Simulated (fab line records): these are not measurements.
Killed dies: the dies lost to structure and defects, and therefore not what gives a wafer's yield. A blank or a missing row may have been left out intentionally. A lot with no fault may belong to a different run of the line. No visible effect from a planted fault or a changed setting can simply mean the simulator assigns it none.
fab line records -- flow nand-harc
record: lots: 5, wafers: 15, last-day: 32
route steps=1302 shown A_STAIRCASE@841 END@1302
lots that met no fault: taken from a fault-free run of the same line
start-h: hours from the record's opening day to when the first of the lot's shown wafers began -- wait-h: hours from the lot's prior step to this one -- " identical to the entry in the row above -- L1.1+2: several wafers, shown together as one row -- - no value, or no start was given -- * or withheld: withheld -- < > ~ a bound
route shown NAME@n: names a module that has steps shown in the file, with the first one's number in the route -- usual: the fault-free wafers' mean and standard deviation -- same: alike in all rows -- chamber/n: place in a boat -- sites: per-site readings -- _std_site: standard deviation across them -- _edge_site: the outer-site mean with the inner-site mean subtracted -- radius-mm: how far each site lies from the wafer's centre -- mask NAME#n: copy n -- behind: the most recent tool/chamber to have shaped the wafer -- hold: the reason the lot was held/the length of the hold in hours/how it ended -- device: the transistor (n, p or np) that didn't switch -- end of line: the tests these same wafers got at the end of their route -- where a step has no rows: the recipe by itself -- killed: dies that structure and defects cost at the first sort, which is not the same as the wafer's yield -- map: a wafer's dies, marking killed ones x, the rest . and places with no die _
set.NAME: the setting that was run; set.NAME@STEP: the one run at that earlier step -- model.NAME: the simulator's own value behind a step, which no gauge read
a table for each step, a row for each wafer; lots at some steps of the route
services: when a tool's chamber went out of use (start-h, in hours from the record's first day, below 0 if earlier), for how many hours, and the reason
== steps ==
step: NHARC_A_STAIRCASE_ALD_415
recipe: target-thk-a: 300, pulse-time-s: 6, ald-cycles: 300, temp-c: 300, material: SiO2
step: NHARC_A_STAIRCASE_ETCHBACK_416
recipe: target-depth-a: 360, time-s: 7.2, c4f8-flow-sccm: withheld, o2-flow-sccm: 8, ar-flow-sccm: withheld, rf-w: 600, bias-w: 800, chemistry: C4F8/O2/Ar
step: NHARC_A_STAIRCASE_STRIP_476
recipe: time-s: 20, o2-flow-sccm: 500, ar-flow-sccm: 0, bias-w: 0, chemistry: O2
usual: drypump-motor-current-A: 5.8/0.48, oes-product-au: 1.002/0.016, rf-vpp-V: 58.0/0.79, showerhead-plenum-p-Torr: 3.59/0.16, throttle-valve-pct: 17.037/0.0092
lot.wafer,tool,chamber,start-h,wait-h,drypump-motor-current-A,oes-product-au,rf-hours-counter-h,rf-vpp-V,showerhead-plenum-p-Torr,throttle-valve-pct
L908.2,rie-diel-10,1,410.93,0.1,5.5,1.016,53,58.0,3.74,17.051
L908.3,rie-diel-10,0,410.93,0.1,5.0,1.019,51,58.8,3.78,17.048
L908.6,rie-diel-10,1,410.93,0.1,5.6,1.006,-,58.8,3.74,17.050
L921.4,rie-diel-06,2,548.72,0.1,6.3,0.987,23,58.2,3.76,17.030
L921.3,rie-diel-06,3,548.72,0.1,6.2,0.993,25,57.4,3.40,17.022
L921.1,rie-diel-06,0,548.72,0.1,6.2,1.010,28,57.6,3.41,17.037
L925.3,rie-diel-06,1,572.47,0.1,5.6,1.034,34,57.3,3.34,17.043
L925.1,rie-diel-06,0,572.47,0.1,6.1,0.998,38,57.4,3.41,17.037
L925.5,rie-diel-06,1,572.47,0.1,5.5,1.027,-,58.0,3.34,17.033
L927.4,rie-diel-06,0,590.13,0.2,6.1,1.001,44,57.3,3.40,17.044
L927.5,rie-diel-06,1,590.13,0.2,5.5,1.031,-,57.6,3.33,17.050
L927.6,rie-diel-06,2,590.13,0.2,6.3,0.988,-,59.7,3.75,17.036
L929.3,rie-diel-06,2,603.48,0.1,6.3,0.992,40,57.7,3.75,17.026
L929.2,rie-diel-06,3,603.48,0.1,6.2,0.989,41,57.2,3.39,17.035
L929.5,rie-diel-06,3,603.48,0.1,6.2,0.992,-,59.5,3.39,17.039
step: NHARC_A_STAIRCASE_DEP_417
recipe: target-thk-a: 600, step-coverage-pct: 20, temp-c: 400, target-thk-nm: 60, flow-sccm: 200, rf-w: 450, material: Si3N4
step: NHARC_A_STAIRCASE_WET_418
recipe: temp-c: 160, target-depth-a: 200, chemistry: H3PO4
step: NHARC_A_STAIRCASE_PRECLEAN_419
recipe: time-s: *, temp-c: 50, bath-age-min: 0, chemistry: SC1
step: NHARC_A_STAIRCASE_SRD_421
step: NHARC_A_STAIRCASE_ALD_420
recipe: target-thk-a: 200, pulse-time-s: 6, ald-cycles: 200, temp-c: 300, material: SiO2
usual: heater-power-outer-w: 258/31, heater-power-w: 478/39, precursor-pulse-height-rel: 1.000/0.019
lot.wafer,tool,chamber,start-h,wait-h,heater-power-outer-w,heater-power-w,precursor-pulse-height-rel,since-wet-clean-h
L908.2,ald-hk-04,1,413.74,-,233,413,1.007,148
L908.3,ald-hk-04,3,413.74,-,264,481,0.978,149
L908.6,ald-hk-04,1,413.74,-,226,425,1.019,-
L921.3,ald-hk-04,3,550.98,-,274,475,0.999,108
L921.1,ald-hk-04,1,550.98,-,238,423,0.967,108
L921.4,ald-hk-04,2,550.98,-,294,481,0.978,108
L925.1,ald-hk-02,2,575.42,-,304,545,0.986,38
L925.3,ald-hk-02,3,575.42,-,232,471,1.010,39
L925.5,ald-hk-02,2,575.42,-,306,541,1.036,-
L927.4,ald-hk-02,2,597.34,-,300,542,0.990,60
L927.5,ald-hk-02,1,597.34,-,231,437,0.987,-
L927.6,ald-hk-02,2,597.34,-,316,547,0.974,-
L929.3,ald-hk-04,3,606.45,-,276,473,0.987,163
L929.2,ald-hk-04,0,606.45,-,279,477,1.031,163
L929.5,ald-hk-04,2,606.45,-,298,481,0.995,-
step: NHARC_A_STAIRCASE_CVD_552
recipe: target-thk-a: 400, temp-c: 700, pressure-mtorr: 300, material: SiNx
step: NHARC_A_STAIRCASE_DEP_151
recipe: target-thk-a: 72000, temp-c: 400, target-thk-nm: 7200, teos-flow-sccm: 200, rf-w: 500, material: SiO2
usual: heater-power-outer-w: 400/59, heater-power-w: 690/96
lot.wafer,tool,chamber,start-h,wait-h,heater-power-outer-w,heater-power-w,since-wet-clean-h
L908.3,pecvd-02,1,425.96,0.5,506,749,5
L908.2,pecvd-02,2,425.96,0.5,500,747,5
L908.6,pecvd-02,0,425.96,0.5,298,536,-
L921.3,pecvd-03,0,560.84,0.5,348,642,1
L921.1,pecvd-03,1,560.84,0.5,408,716,1
L921.4,pecvd-03,2,560.84,0.5,345,650,-
L925.1,pecvd-04,0,584.97,0.4,427,837,122
L925.3,pecvd-04,1,584.97,0.4,405,664,122
L925.5,pecvd-04,0,584.97,0.4,398,813,-
L927.5,pecvd-04,1,605.95,0.7,357,597,-
L927.4,pecvd-04,2,605.95,0.7,338,619,-
L927.6,pecvd-04,0,605.95,0.7,411,840,-
L929.2,pecvd-04,1,614.57,0.5,451,736,152
L929.3,pecvd-04,2,614.57,0.5,393,690,152
L929.5,pecvd-04,2,614.57,0.5,342,627,-
step: NHARC_A_STAIRCASE_ANNEAL_320
recipe: temp-c: 750, time-s: 1800
step: NHARC_A_STAIRCASE_DEP_322
recipe: target-thk-a: 72000, temp-c: 400, target-thk-nm: 7200, teos-flow-sccm: 200, rf-w: 500, material: SiO2
usual: heater-power-outer-w: 399/58, heater-power-w: 687/93
lot.wafer,tool,chamber,start-h,wait-h,heater-power-outer-w,heater-power-w,since-wet-clean-h
L908.2,pecvd-03,1,433.29,0.2,373,664,54
L908.3,pecvd-03,2,433.29,0.2,466,818,54
L908.6,pecvd-03,0,433.29,0.2,341,637,-
L921.1,pecvd-03,2,568.60,0.7,347,690,8
L921.3,pecvd-03,0,568.60,0.7,399,704,8
L921.4,pecvd-03,2,568.60,0.7,339,672,-
L925.1,pecvd-04,0,592.34,0.1,424,822,129
L925.3,pecvd-04,1,592.34,0.1,430,695,130
L925.5,pecvd-04,0,592.34,0.1,406,811,-
L927.6,pecvd-02,1,613.49,0.6,397,621,-
L927.4,pecvd-02,2,613.49,0.6,433,642,-
L927.5,pecvd-02,0,613.49,0.6,335,594,-
L929.2,pecvd-02,0,622.32,0.1,416,693,20
L929.3,pecvd-02,1,622.32,0.1,434,675,20
L929.5,pecvd-02,2,622.32,0.1,431,632,-
step: NHARC_A_STAIRCASE_ANNEAL_323
recipe: temp-c: 750, time-s: 1800
step: NHARC_A_STAIRCASE_DEP_325
recipe: target-thk-a: 72000, temp-c: 400, target-thk-nm: 7200, teos-flow-sccm: 200, rf-w: 500, material: SiO2
step: NHARC_A_STAIRCASE_ANNEAL_326
recipe: temp-c: 750, time-s: 1800
step: NHARC_A_STAIRCASE_DEHYDRATE_433
recipe: temp-c: 150, time-s: 120
step: NHARC_A_STAIRCASE_HMDS_434
recipe: time-s: 30
step: NHARC_A_STAIRCASE_COAT_435
recipe: spin-rpm: 1200
step: NHARC_A_STAIRCASE_SOFTBAKE_436
recipe: temp-c: 135, time-s: 170
step: NHARC_A_STAIRCASE_EBR_437
step: NHARC_A_STAIRCASE_EXPOSE_438
recipe: na: 0.5, dose-mj: 28.97, mask-id: STAIR_REV
step: NHARC_A_STAIRCASE_PEB_439
recipe: peb-temp-c: 115, peb-time-s: 130
step: NHARC_A_STAIRCASE_DEVELOP_440
recipe: time-s: 140
step: NHARC_A_STAIRCASE_HARDBAKE_442
recipe: temp-c: 120, time-s: 140
step: NHARC_A_STAIRCASE_DESCUM_443
recipe: time-s: 3, o2-flow-sccm: 200, ar-flow-sccm: 0, bias-power-w: 0, chemistry: O2
usual: drypump-motor-current-A: 5.8/0.48, oes-product-au: 0.999/0.016, rf-vpp-V: 57.8/0.86, showerhead-plenum-p-Torr: 1.94/0.088, throttle-valve-pct: 11.311/0.0081
lot.wafer,tool,chamber,start-h,wait-h,drypump-motor-current-A,oes-product-au,rf-hours-counter-h,rf-vpp-V,showerhead-plenum-p-Torr,throttle-valve-pct
L908.2,rie-diel-08,1,450.76,-,5.5,1.009,23,57.9,1.92,11.298
L908.3,rie-diel-08,3,450.76,-,5.1,0.990,24,58.1,1.96,11.309
L908.6,rie-diel-08,0,450.76,-,6.1,1.020,-,57.6,2.07,11.315
L921.1,rie-diel-08,2,587.04,-,6.3,1.008,13,59.4,1.90,11.309
L921.3,rie-diel-08,0,587.04,-,6.0,1.026,8,59.1,2.05,11.316
L921.4,rie-diel-08,1,587.04,-,5.5,0.994,8,58.4,1.91,11.314
L925.3,rie-diel-10,1,611.06,-,5.5,0.988,1,58.5,2.02,11.308
L925.1,rie-diel-10,3,611.06,-,5.8,0.970,1,56.3,1.92,11.314
L925.5,rie-diel-10,1,611.06,-,5.5,0.981,-,57.9,2.02,11.318
L927.4,rie-diel-10,1,628.58,-,5.5,0.983,8,56.9,2.02,11.313
L927.6,rie-diel-10,0,628.58,-,5.0,0.996,-,58.9,2.04,11.311
L927.5,rie-diel-10,1,628.58,-,5.5,0.994,-,58.0,2.02,11.313
L929.2,rie-diel-06,0,638.40,-,6.2,0.997,55,58.5,1.84,11.317
L929.3,rie-diel-06,1,638.40,-,5.6,1.014,57,57.4,1.80,11.294
L929.5,rie-diel-06,3,638.40,-,6.2,0.981,-,57.0,1.83,11.329
step: NHARC_A_STAIRCASE_ETCH_444
recipe: target-depth-a: 2.04e+05, time-s: 6800, c4f8-flow-sccm: 20, o2-flow-sccm: 10, ar-flow-sccm: withheld, rf-w: 600, bias-w: 1000, chemistry: C4F8/O2
usual: oes-product-au: 0.939/0.022, rf-vpp-V: 808/5
lot.wafer,tool,chamber,start-h,wait-h,oes-product-au,rf-hours-counter-h,rf-vpp-V
L908.2,rie-diel-08,0,451.79,1.0,0.929,26,816
L908.3,rie-diel-08,1,451.79,1.0,0.930,24,807
L908.6,rie-diel-08,3,451.79,1.0,0.923,-,810
L921.4,rie-diel-08,2,589.94,2.9,0.967,16,807
L921.1,rie-diel-08,3,589.94,2.9,0.975,16,807
L921.3,rie-diel-08,1,589.94,2.9,0.942,13,807
L925.3,rie-diel-10,1,611.61,0.5,0.936,2,813
L925.1,rie-diel-10,2,611.61,0.5,0.954,2,814
L925.5,rie-diel-10,0,611.61,0.5,0.942,-,814
L927.4,rie-diel-10,1,629.61,1.0,0.938,9,813
L927.5,rie-diel-10,3,629.61,1.0,0.956,-,809
L927.6,rie-diel-10,0,629.61,1.0,0.940,-,814
L929.2,rie-diel-06,3,638.94,0.5,0.905,54,801
L929.3,rie-diel-06,1,638.94,0.5,0.932,58,800
L929.5,rie-diel-06,2,638.94,0.5,0.907,-,813
step: NHARC_A_STAIRCASE_STRIP_446
recipe: power-w: 1500, temp-c: 250, chemistry: O2
step: NHARC_A_STAIRCASE_STRIP_447
recipe: time-s: 900, temp-c: 130, chemistry: SPM
step: NHARC_A_STAIRCASE_PRECLEAN_448
recipe: time-s: *, temp-c: 50, bath-age-min: 0, chemistry: SC1
step: NHARC_A_STAIRCASE_SRD_449
step: NHARC_A_STAIRCASE_CMP_450
recipe: target-thk-nm: 200, material: SiO2
step: NHARC_A_STAIRCASE_CMP_152
step: NHARC_A_STAIRCASE_SRD_154
step: NHARC_A_STAIRCASE_ETCH_403
recipe: target-depth-a: 1082, chemistry: dHF, material: SiO2
step: NHARC_A_STAIRCASE_ETCHBACK_422
recipe: target-depth-a: 400, over-etch-frac: 0.3, time-s: 74.286, ion-energy-ev: 120, ch3f-flow-sccm: 50, o2-flow-sccm: 30, ar-flow-sccm: 200, rf-w: 500, bias-w: 100, chemistry: CH3F/O2
step: NHARC_A_STAIRCASE_ETCH_423
recipe: target-depth-a: 300, chemistry: dHF, material: SiO2
step: NHARC_END_SORT_01
recipe: temp-c: 25
usual: killed-at-array: 56/19, killed-at-other: 0.6/1, killed-at-periphery: 3.9/2.7, killed-dies: 61/19, killed-open: 3.3/1.9, killed-short: 2.4/1.7
same: gross-dies: 677
lot.wafer,tool,chamber,start-h,wait-h,killed-at-array,killed-at-other,killed-at-periphery,killed-dies,killed-open,killed-short
L921.3,prober-01,0,726.58,3.1,674,0,3,677,1,4
killed by level:class
L921.3 A_STAIRCASE:area-dep=615 A_CHANNEL_HOLE_D1:chamber-film-flake=31 A_SLIT:chamber-film-flake=18 A_CONTACT:chamber-film-flake=7 P_GATE:geometric-particle:open=1 P_CONTACT:geometric-particle:short=1 P_M0:geometric-particle:short=1 A_DECK1_JOINT:geometric-particle:short=1
map L921.3 (x killed, . not)
____________x____________
_________xxxxxxx_________
_______xxxxxxxxxxx_______
______xxxxxxxxxxxxx______
_____xxxxxxxxxxxxxxx_____
____xxxxxxxxxxxxxxxxx____
____xxxxxxxxxxxxxxxxx____
___xxxxxxxxxxxxxxxxxxx___
___xxxxxxxxxxxxxxxxxxx___
__xxxxxxxxxxxxxxxxxxxxx__
__xxxxxxxxxxxxxxxxxxxxx__
_xxxxxxxxxxxxxxxxxxxxxxx_
_xxxxxxxxxxxxxxxxxxxxxxx_
_xxxxxxxxxxxxxxxxxxxxxxx_
_xxxxxxxxxxxxxxxxxxxxxxx_
_xxxxxxxxxxxxxxxxxxxxxxx_
xxxxxxxxxxxxxxxxxxxxxxxxx
xxxxxxxxxxxxxxxxxxxxxxxxx
xxxxxxxxxxxxxxxxxxxxxxxxx
xxxxxxxxxxxxxxxxxxxxxxxxx
xxxxxxxxxxxxxxxxxxxxxxxxx
_xxxxxxxxxxxxxxxxxxxxxxx_
_xxxxxxxxxxxxxxxxxxxxxxx_
_xxxxxxxxxxxxxxxxxxxxxxx_
_xxxxxxxxxxxxxxxxxxxxxxx_
_xxxxxxxxxxxxxxxxxxxxxxx_
__xxxxxxxxxxxxxxxxxxxxx__
__xxxxxxxxxxxxxxxxxxxxx__
___xxxxxxxxxxxxxxxxxxx___
___xxxxxxxxxxxxxxxxxxx___
____xxxxxxxxxxxxxxxxx____
____xxxxxxxxxxxxxxxxx____
_____xxxxxxxxxxxxxxx_____
______xxxxxxxxxxxxx______
_______xxxxxxxxxxx_______
_________xxxxxxx_________
____________x____________
map L908.3 (x killed, . not)
____________.____________
_________......._________
_______..........x_______
______...........x.______
_____...........xxxx_____
____.........x...xx..____
____...x.............____
___.............x.x...___
___.............x.....___
__.....................__
__.....................__
_..............x........_
_......................._
_.....................x._
_x......................_
_x......................_
......xx.......x.........
...........x.............
..........x..............
......x..................
.....x...................
_......................._
_................x......_
_......................._
_............x...x......_
_.x............x..x....._
__.....................__
__.....................__
___..........x........___
___...................___
____.x...............____
____..x..............____
_____..............._____
______.............______
_______..........._______
_________......._________
____________.____________
== services ==
tool,chamber,start-h,hours,kind
rie-diel-06,0,390.40,-,clean
rie-diel-06,1,390.40,-,clean
pecvd-04,1,400.76,5.7,repair
pecvd-02,-,408.30,13.0,pm
rie-diel-10,-,420.00,9.0,pm
ald-hk-04,-,433.54,10.0,pm
pecvd-04,-,450.04,13.0,pm
rie-diel-10,1,466.77,17.7,repair
rie-diel-06,2,474.45,7.3,repair
rie-diel-06,-,484.37,9.0,pm
rie-diel-10,-,491.56,33.9,repair
pecvd-03,0,521.68,3.0,repair
ald-hk-02,-,527.28,10.0,pm
rie-diel-08,-,541.65,3.1,repair
rie-diel-08,-,544.84,9.0,pm
pecvd-03,-,547.45,13.0,pm
rie-diel-06,3,558.29,5.9,repair
pecvd-03,-,575.30,91.9,repair
pecvd-02,2,585.28,3.6,repair
pecvd-02,-,589.30,13.0,pm
rie-diel-10,-,597.01,9.0,pm
rie-diel-08,1,607.41,5.6,repair
ald-hk-04,-,611.54,10.0,pm
pecvd-04,-,631.04,13.0,pm
== key ==
first-sign: step: NHARC_END_SORT_01, reading: killed-dies, direction: up, sigmas: 33, usual: 61, struck: 677
effect: step: NHARC_END_SORT_01, reading: killed-at-array, direction: up, sigmas: 33, usual: 56, struck: 674
more-kills-born-at: NHARC_A_STAIRCASE_DEP_322@pecvd-03: 615
met-at NHARC_A_STAIRCASE_DEP_322
struck-wafers L921.3
later-rows-left-out L921.3
tester-left-out L921
onset-between 433.29 568.60
fault: kind: process-parameter-drift, tool: pecvd-03, chamber: 0, onset-h: 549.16, steps: NHARC_A_STAIRCASE_DEP_322, channel: target-thk-nm, offset: -4998, shape: step, end-h: 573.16, acts-in: these-recipes-only, stated: 7200
tester-left-out: of these lots the tester's yield and bins aren't shown, on N5 and GAA mostly nor the transistor test; their killed dies are dies lost to structure and defects alone, not to doping, threshold or leakage, so they don't give the yield
later-rows-left-out: the simulator's readings of these wafers behind a module that went badly wrong aren't trusted and aren't shown, but for the sort
